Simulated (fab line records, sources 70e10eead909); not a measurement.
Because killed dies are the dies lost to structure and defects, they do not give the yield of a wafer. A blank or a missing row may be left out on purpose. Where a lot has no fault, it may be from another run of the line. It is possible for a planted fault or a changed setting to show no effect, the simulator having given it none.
fab line records + flow nand-harc
record:
- lots: 14
- wafers: 42
- last-day: 32
route steps=1302 shown A_SOURCE_PLATE@420 A_ONON_D1@425 END@1302
lots untouched by any fault: they come from a run of this same line in which no faults occurred
start-h: hours from the record's first day to the start of the lot's first wafer shown + wait-h: hours elapsed since this lot's preceding step + " as in the row above + L1.1+2: a row that stands for several wafers + - either no value or no given start + * or withheld: withheld + < > ~ a bound
route shown NAME@n: a module of which the file shows steps, and the number in the route of the first + usual: the fault-free wafers' mean and standard deviation + same: alike in all rows + chamber/n: place in a boat + sites: per-site readings + _std_site: their standard deviation + _edge_site: inner sites' mean taken away from outer sites' mean + radius-mm: for every site, how far away it sits from the centre of the wafer + mask NAME#n: copy n + behind: the most recent tool/chamber to have shaped the wafer + hold: reason for holding the lot/hours on hold/outcome of the hold + device: the transistor (n, p or np) that didn't switch + end of line: the tests these same wafers got at the end of their route + step lacking rows: just its recipe + killed: not the wafer's yield, but the dies lost to structure and defects at the first sort + map: a wafer's dies, marking killed ones x, the rest . and places with no die _
set.NAME: the setting the step ran with; set.NAME@STEP: the setting that earlier step ran with + model.NAME: the simulator's own value behind a step, which no gauge read
the route's steps for a sample of lots (tables are steps, rows are wafers)
services: a tool's chamber out of use, with start hour (start-h, from the record's first day; less than 0 if before it), hours out, and reason
== steps ==
step: NHARC_A_SOURCE_PLATE_THK_MEAS_06
recipe:
- thk-meas-gauge: ellipsometry
usual:
- thk-nm: 200.4/2.1
| lot.wafer | tool          | chamber | start-h | wait-h | thk-nm |
|-----------|---------------|---------|---------|--------|--------|
| L898.3    | film-metro-01 | -       | 160.12  | 0.4    | 201.4  |
| L898.5    | "             | -       | "       | "      | 196.8  |
| L898.6    | "             | -       | "       | "      | 198.4  |
| L900.1    | film-metro-02 | -       | 179.12  | 0.4    | 202.8  |
| L900.3    | "             | -       | "       | "      | 203.0  |
| L900.6    | "             | -       | "       | "      | 203.8  |
| L902.2    | film-metro-02 | -       | 196.50  | 0.4    | 201.8  |
| L902.4    | "             | -       | "       | "      | 199.5  |
| L902.6    | "             | -       | "       | "      | 199.6  |
| L903.1    | film-metro-01 | -       | 208.07  | 0.4    | 201.2  |
| L903.2    | "             | -       | "       | "      | 203.6  |
| L903.6    | "             | -       | "       | "      | 201.1  |
| L904.2    | film-metro-01 | -       | 225.90  | 0.4    | 201.5  |
| L904.3    | "             | -       | "       | "      | 200.0  |
| L904.5    | "             | -       | "       | "      | 201.4  |
| L907.1    | film-metro-01 | -       | 260.57  | 0.4    | 199.0  |
| L907.2    | "             | -       | "       | "      | 197.6  |
| L907.4    | "             | -       | "       | "      | 198.5  |
| L908.2    | film-metro-02 | -       | 260.57  | 0.4    | 199.1  |
| L908.3    | "             | -       | "       | "      | 199.9  |
| L908.6    | "             | -       | "       | "      | 199.3  |
| L910.1    | film-metro-01 | -       | 277.59  | 0.4    | 201.0  |
| L910.5    | "             | -       | "       | "      | 202.0  |
| L910.6    | "             | -       | "       | "      | 201.7  |
| L913.1    | film-metro-01 | -       | 310.34  | 0.4    | 196.7  |
| L913.2    | "             | -       | "       | "      | 195.9  |
| L913.3    | "             | -       | "       | "      | 196.8  |
| L914.1    | film-metro-01 | -       | 335.33  | 0.4    | 202.6  |
| L914.2    | "             | -       | "       | "      | 200.2  |
| L914.5    | "             | -       | "       | "      | 198.6  |
| L917.1    | film-metro-01 | -       | 349.04  | 0.4    | 203.3  |
| L917.3    | "             | -       | "       | "      | 200.7  |
| L917.5    | "             | -       | "       | "      | 198.2  |
| L918.3    | film-metro-01 | -       | 364.86  | 0.4    | 198.0  |
| L918.4    | "             | -       | "       | "      | 199.4  |
| L918.5    | "             | -       | "       | "      | 200.5  |
| L919.2    | film-metro-01 | -       | 377.11  | 0.4    | 196.9  |
| L919.3    | "             | -       | "       | "      | 196.6  |
| L919.6    | "             | -       | "       | "      | 195.2  |
| L920.1    | film-metro-01 | -       | 381.52  | 0.4    | 201.1  |
| L920.2    | "             | -       | "       | "      | 202.3  |
| L920.4    | "             | -       | "       | "      | 198.7  |
step: NHARC_A_ONON_D1_THK_MEAS_02
recipe:
- thk-meas-gauge: ellipsometry
usual:
- thk-nm: 996/11
| lot.wafer | tool          | chamber | start-h | wait-h | thk-nm |
|-----------|---------------|---------|---------|--------|--------|
| L898.3    | film-metro-02 | -       | 160.78  | -      | 987    |
| L898.5    | "             | -       | "       | "      | 988    |
| L898.6    | "             | -       | "       | "      | 989    |
| L900.1    | film-metro-02 | -       | 179.78  | -      | 990    |
| L900.3    | "             | -       | "       | "      | 990    |
| L900.6    | "             | -       | "       | "      | 990    |
| L902.2    | film-metro-01 | -       | 197.15  | -      | 1011   |
| L902.4    | "             | -       | "       | "      | 1012   |
| L902.6    | "             | -       | "       | "      | 1012   |
| L903.1    | film-metro-01 | -       | 208.73  | -      | 998    |
| L903.2    | "             | -       | "       | "      | 998    |
| L903.6    | "             | -       | "       | "      | 997    |
| L904.2    | film-metro-02 | -       | 226.58  | -      | 997    |
| L904.3    | "             | -       | "       | "      | 998    |
| L904.5    | "             | -       | "       | "      | 998    |
| L908.2    | film-metro-01 | -       | 261.23  | -      | 1014   |
| L908.3    | "             | -       | "       | "      | 1015   |
| L908.6    | "             | -       | "       | "      | 1013   |
| L907.1    | film-metro-02 | -       | 261.24  | -      | 988    |
| L907.2    | "             | -       | "       | "      | 990    |
| L907.4    | "             | -       | "       | "      | 991    |
| L910.1    | film-metro-02 | -       | 278.27  | -      | 988    |
| L910.5    | "             | -       | "       | "      | 987    |
| L910.6    | "             | -       | "       | "      | 986    |
| L913.1    | film-metro-02 | -       | 310.98  | -      | 999    |
| L913.2    | "             | -       | "       | "      | 1001   |
| L913.3    | "             | -       | "       | "      | 1000   |
| L914.1    | film-metro-01 | -       | 335.97  | -      | 1000   |
| L914.2    | "             | -       | "       | "      | 1002   |
| L914.5    | "             | -       | "       | "      | 1004   |
| L917.1    | film-metro-01 | -       | 349.70  | -      | 997    |
| L917.3    | "             | -       | "       | "      | 996    |
| L917.5    | "             | -       | "       | "      | 996    |
| L918.3    | film-metro-02 | -       | 365.50  | -      | 995    |
| L918.4    | "             | -       | "       | "      | 996    |
| L918.5    | "             | -       | "       | "      | 998    |
| L919.2    | film-metro-01 | -       | 377.75  | -      | 984    |
| L919.3    | "             | -       | "       | "      | 982    |
| L919.6    | "             | -       | "       | "      | 982    |
| L920.1    | film-metro-01 | -       | 382.16  | -      | 1001   |
| L920.2    | "             | -       | "       | "      | 1000   |
| L920.4    | "             | -       | "       | "      | 1002   |
step: NHARC_A_ONON_D1_THK_MEAS_08
recipe:
- thk-meas-gauge: ellipsometry
usual:
- thk-nm: 1001/9
| lot.wafer | tool          | chamber | start-h | wait-h | thk-nm |
|-----------|---------------|---------|---------|--------|--------|
| L898.3    | film-metro-01 | -       | 161.91  | -      | 1011   |
| L898.5    | "             | -       | "       | "      | 1012   |
| L898.6    | "             | -       | "       | "      | 1011   |
| L900.1    | film-metro-02 | -       | 180.93  | -      | 1000   |
| L900.3    | "             | -       | "       | "      | 998    |
| L900.6    | "             | -       | "       | "      | 999    |
| L902.2    | film-metro-01 | -       | 198.62  | -      | 1002   |
| L902.4    | "             | -       | "       | "      | 1003   |
| L902.6    | "             | -       | "       | "      | 1002   |
| L903.1    | film-metro-01 | -       | 209.86  | -      | 1008   |
| L903.2    | "             | -       | "       | "      | 1008   |
| L903.6    | "             | -       | "       | "      | 1010   |
| L904.2    | film-metro-02 | -       | 227.72  | -      | 994    |
| L904.3    | "             | -       | "       | "      | 994    |
| L904.5    | "             | -       | "       | "      | 995    |
| L908.2    | film-metro-02 | -       | 262.35  | -      | 1015   |
| L908.3    | "             | -       | "       | "      | 1016   |
| L908.6    | "             | -       | "       | "      | 1017   |
| L907.1    | film-metro-01 | -       | 262.38  | -      | 1009   |
| L907.2    | "             | -       | "       | "      | 1007   |
| L907.4    | "             | -       | "       | "      | 1009   |
| L910.1    | film-metro-02 | -       | 279.41  | -      | 991    |
| L910.5    | "             | -       | "       | "      | 990    |
| L910.6    | "             | -       | "       | "      | 991    |
| L913.1    | film-metro-01 | -       | 312.11  | -      | 1008   |
| L913.2    | "             | -       | "       | "      | 1006   |
| L913.3    | "             | -       | "       | "      | 1007   |
| L914.1    | film-metro-01 | -       | 337.10  | -      | 1009   |
| L914.2    | "             | -       | "       | "      | 1006   |
| L914.5    | "             | -       | "       | "      | 1009   |
| L917.1    | film-metro-02 | -       | 350.84  | -      | 986    |
| L917.3    | "             | -       | "       | "      | 986    |
| L917.5    | "             | -       | "       | "      | 985    |
| L918.3    | film-metro-02 | -       | 366.64  | -      | 1001   |
| L918.4    | "             | -       | "       | "      | 1002   |
| L918.5    | "             | -       | "       | "      | 1002   |
| L919.2    | film-metro-01 | -       | 378.89  | -      | 992    |
| L919.3    | "             | -       | "       | "      | 995    |
| L919.6    | "             | -       | "       | "      | 994    |
| L920.1    | film-metro-01 | -       | 383.33  | -      | 991    |
| L920.2    | "             | -       | "       | "      | 992    |
| L920.4    | "             | -       | "       | "      | 991    |
step: NHARC_A_ONON_D1_DEP_22
recipe:
- target-thk-a: 10000
- n2-flow-sccm: 2750
- n2o-flow-sccm: 2000
- nh3-flow-sccm: 500
- sih4-flow-sccm: 210
- temp-c: 400
usual:
- n2-flow-sccm: 2750/8.1
| lot.wafer | tool          | chamber | start-h | wait-h | n2-flow-sccm |
|-----------|---------------|---------|---------|--------|--------------|
| L898.3    | pecvd-onon-03 | 0       | 172.12  | 0.2    | 2758         |
| L898.5    | "             | 0       | "       | "      | 2751         |
| L898.6    | "             | 0       | "       | "      | 2757         |
| L900.1    | pecvd-onon-03 | 0       | 190.51  | 0.1    | 2763         |
| L900.3    | "             | 0       | "       | "      | 2743         |
| L900.6    | "             | 0       | "       | "      | 2760         |
| L902.2    | pecvd-onon-02 | 0       | 207.82  | 0.1    | 2762         |
| L902.4    | "             | 0       | "       | "      | 2751         |
| L902.6    | "             | 0       | "       | "      | 2762         |
| L903.1    | pecvd-onon-03 | 0       | 219.51  | 0.1    | 2756         |
| L903.2    | "             | 0       | "       | "      | 2746         |
| L903.6    | "             | 0       | "       | "      | 2742         |
| L904.2    | pecvd-onon-01 | 0       | 237.32  | 0.1    | 2750         |
| L904.3    | "             | 0       | "       | "      | 2759         |
| L904.5    | "             | 0       | "       | "      | 2745         |
| L907.1    | pecvd-onon-03 | 0       | 271.94  | 0.1    | 2752         |
| L907.2    | "             | 0       | "       | "      | 2765         |
| L907.4    | "             | 0       | "       | "      | 2761         |
| L908.2    | pecvd-onon-02 | 0       | 272.22  | 0.1    | 2757         |
| L908.3    | "             | 0       | "       | "      | 2746         |
| L908.6    | "             | 0       | "       | "      | 2759         |
| L910.1    | pecvd-onon-02 | 0       | 290.77  | 0.1    | 2745         |
| L910.5    | "             | 0       | "       | "      | 2742         |
| L910.6    | "             | 0       | "       | "      | 2754         |
| L913.1    | pecvd-onon-02 | 0       | 321.61  | 0.1    | 2740         |
| L913.2    | "             | 0       | "       | "      | 2738         |
| L913.3    | "             | 0       | "       | "      | 2744         |
| L914.1    | pecvd-onon-01 | 0       | 346.62  | 0.1    | 2742         |
| L914.2    | "             | 0       | "       | "      | 2731         |
| L914.5    | "             | 0       | "       | "      | 2744         |
| L917.1    | pecvd-onon-01 | 0       | 360.27  | 0.1    | 2758         |
| L917.3    | "             | 0       | "       | "      | 2738         |
| L917.5    | "             | 0       | "       | "      | 2757         |
| L918.3    | pecvd-onon-03 | 0       | 376.26  | 0.2    | 2745         |
| L918.4    | "             | 0       | "       | "      | 2749         |
| L918.5    | "             | 0       | "       | "      | 2766         |
| L919.2    | pecvd-onon-03 | 0       | 388.78  | 0.1    | 2745         |
| L919.3    | "             | 0       | "       | "      | 2735         |
| L919.6    | "             | 0       | "       | "      | 2753         |
| L920.1    | pecvd-onon-03 | 0       | 392.76  | 0.1    | 2743         |
| L920.2    | "             | 0       | "       | "      | 2742         |
| L920.4    | "             | 0       | "       | "      | 2739         |
step: NHARC_A_ONON_D1_THK_MEAS_24
recipe:
- thk-meas-gauge: ellipsometry
usual:
- thk-nm: 1001/9.5
| lot.wafer | tool          | chamber | start-h | wait-h | thk-nm |
|-----------|---------------|---------|---------|--------|--------|
| L898.3    | film-metro-02 | -       | 172.52  | -      | 1003   |
| L898.5    | "             | -       | "       | "      | 1003   |
| L898.6    | "             | -       | "       | "      | 1002   |
| L900.1    | film-metro-01 | -       | 191.02  | -      | 984    |
| L900.3    | "             | -       | "       | "      | 984    |
| L900.6    | "             | -       | "       | "      | 984    |
| L902.2    | film-metro-01 | -       | 208.28  | -      | 984    |
| L902.4    | "             | -       | "       | "      | 983    |
| L902.6    | "             | -       | "       | "      | 983    |
| L903.1    | film-metro-01 | -       | 220.01  | -      | 1009   |
| L903.2    | "             | -       | "       | "      | 1007   |
| L903.6    | "             | -       | "       | "      | 1009   |
| L904.2    | film-metro-02 | -       | 237.78  | -      | 1009   |
| L904.3    | "             | -       | "       | "      | 1007   |
| L904.5    | "             | -       | "       | "      | 1009   |
| L907.1    | film-metro-02 | -       | 272.46  | -      | 1000   |
| L907.2    | "             | -       | "       | "      | 1003   |
| L907.4    | "             | -       | "       | "      | 1003   |
| L908.2    | film-metro-02 | -       | 272.68  | -      | 993    |
| L908.3    | "             | -       | "       | "      | 991    |
| L908.6    | "             | -       | "       | "      | 992    |
| L910.1    | film-metro-02 | -       | 291.28  | -      | 706    |
| L910.5    | "             | -       | "       | "      | 706    |
| L910.6    | "             | -       | "       | "      | 706    |
| L913.1    | film-metro-02 | -       | 322.11  | -      | 709    |
| L913.2    | "             | -       | "       | "      | 709    |
| L913.3    | "             | -       | "       | "      | 711    |
| L914.1    | film-metro-01 | -       | 347.14  | -      | 1003   |
| L914.2    | "             | -       | "       | "      | 1002   |
| L914.5    | "             | -       | "       | "      | 1001   |
| L917.1    | film-metro-02 | -       | 360.79  | -      | 1002   |
| L917.3    | "             | -       | "       | "      | 1003   |
| L917.5    | "             | -       | "       | "      | 1001   |
| L918.3    | film-metro-01 | -       | 376.66  | -      | 1016   |
| L918.4    | "             | -       | "       | "      | 1015   |
| L918.5    | "             | -       | "       | "      | 1017   |
| L919.2    | film-metro-01 | -       | 389.23  | -      | 1003   |
| L919.3    | "             | -       | "       | "      | 1003   |
| L919.6    | "             | -       | "       | "      | 1004   |
| L920.1    | film-metro-01 | -       | 393.27  | -      | 1008   |
| L920.2    | "             | -       | "       | "      | 1008   |
| L920.4    | "             | -       | "       | "      | 1007   |
step: NHARC_END_SORT_01
recipe:
- temp-c: 25
usual:
- killed-at-array: 52/19
- killed-at-other: 1.0/1.2
- killed-at-periphery: 4.1/2.8
- killed-dies: 57/19
- killed-open: 3.1/1.7
- killed-short: 2.5/1.5
same:
- gross-dies: 677
| lot.wafer | tool      | chamber | start-h | wait-h | killed-at-array | killed-at-other | killed-at-periphery | killed-dies | killed-open | killed-short |
|-----------|-----------|---------|---------|--------|-----------------|-----------------|---------------------|-------------|-------------|--------------|
| L910.1    | prober-01 | 0       | 674.86  | 2.5    | 663             | 2               | 12                  | 677         | 3           | 2            |
| L910.5    | prober-01 | 0       | 678.01  | 3.6    | 669             | 4               | 4                   | 677         | 2           | 2            |
| L910.6    | prober-01 | 0       | 678.79  | 3.9    | 669             | 1               | 7                   | 677         | 2           | 3            |
killed by level:class
L910.1 A_ONON_D1:area-dep=646 P_GATE:chamber-film-flake=6 A_CHANNEL_HOLE_D1:chamber-film-flake=5 P_BONDPAD:chamber-film-flake=5 A_CONTACT:chamber-film-flake=4 A_WL_FILL:chamber-film-flake=2 A_ONON_D1:geometric-particle:short=1 A_CHANNEL_HOLE_D1:geometric-particle:short=1
L910.5 A_ONON_D1:area-dep=649 A_CHANNEL_HOLE_D1:chamber-film-flake=7 A_SLIT:chamber-film-flake=6 P_GATE:chamber-film-flake=2 P_BONDPAD:chamber-film-flake=2 A_CONTACT:chamber-film-flake=2 HYBRID_BOND:chamber-film-flake=2 A_ONON_D1:geometric-particle:open=1
L910.6 A_ONON_D1:area-dep=647 A_CHANNEL_HOLE_D1:chamber-film-flake=6 P_GATE:chamber-film-flake=5 A_WL_FILL:chamber-film-flake=5 A_CONTACT:chamber-film-flake=3 A_STAIRCASE:chamber-film-flake=2 A_SLIT:chamber-film-flake=2 P_M1:geometric-particle:short=1
== services ==
| tool          | chamber | start-h | hours | kind   |
|---------------|---------|---------|-------|--------|
| pecvd-onon-02 | -       | 185.30  | 13.0  | pm     |
| pecvd-onon-03 | -       | 227.19  | 13.0  | pm     |
| pecvd-onon-01 | -       | 269.43  | 13.0  | pm     |
| pecvd-onon-01 | -       | 289.30  | 7.6   | repair |
| pecvd-onon-01 | -       | 355.08  | 1.0   | repair |
| pecvd-onon-02 | -       | 366.48  | 13.0  | pm     |
== key ==
first-sign:
- step: NHARC_A_ONON_D1_THK_MEAS_24
- reading: thk-nm
- direction: down
- sigmas: 31
- usual: 1001
- struck: 708
effect:
- step: NHARC_END_SORT_01
- reading: killed-dies
- direction: up
- sigmas: 33
- usual: 57
- struck: 677
more-kills-born-at:
- NHARC_A_ONON_D1_DEP_22@pecvd-onon-02: 1942
met-at NHARC_A_ONON_D1_DEP_22
struck-lots L910,L913
later-rows-left-out L910.1,L910.5,L910.6,L913.1,L913.2,L913.3
sort-left-out L913.1,L913.2,L913.3
tester-left-out L910,L913
not-acting-at NHARC_A_SOURCE_PLATE_THK_MEAS_06,NHARC_A_ONON_D1_THK_MEAS_02,NHARC_A_ONON_D1_THK_MEAS_08
onset-between 272.22 290.77
earlier-fault:
- kind: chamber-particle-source
- tool: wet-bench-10
- chamber: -
- onset-h: 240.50
- steps: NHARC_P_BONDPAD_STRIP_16
- rate-per-visit-cm2: 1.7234
earlier-fault:
- kind: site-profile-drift
- tool: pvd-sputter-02
- chamber: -
- onset-h: 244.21
- steps: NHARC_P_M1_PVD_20
- basis: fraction
- max-abs-drift: 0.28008
- slope-share-per-hr: 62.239
- site-pattern: 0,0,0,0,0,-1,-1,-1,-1
fault:
- kind: process-parameter-drift
- tool: pecvd-onon-02
- chamber: -
- onset-h: 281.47
- steps: NHARC_A_ONON_D1_DEP_22
- channel: target-thk-a
- offset: *
- shape: step
- acts-in: *
- stated: *
tester-left-out: of these lots the tester's yield and bins aren't shown, on N5 and GAA mostly nor the transistor test; their killed dies are dies lost to structure and defects alone, not to doping, threshold or leakage, so they don't give the yield
sort-left-out: the simulated sort isn't trusted on such a fault, so these wafers' sort isn't shown, and their yield isn't known
later-rows-left-out: the simulator's readings of these wafers behind a module that went badly wrong aren't trusted and aren't shown, but for the sort
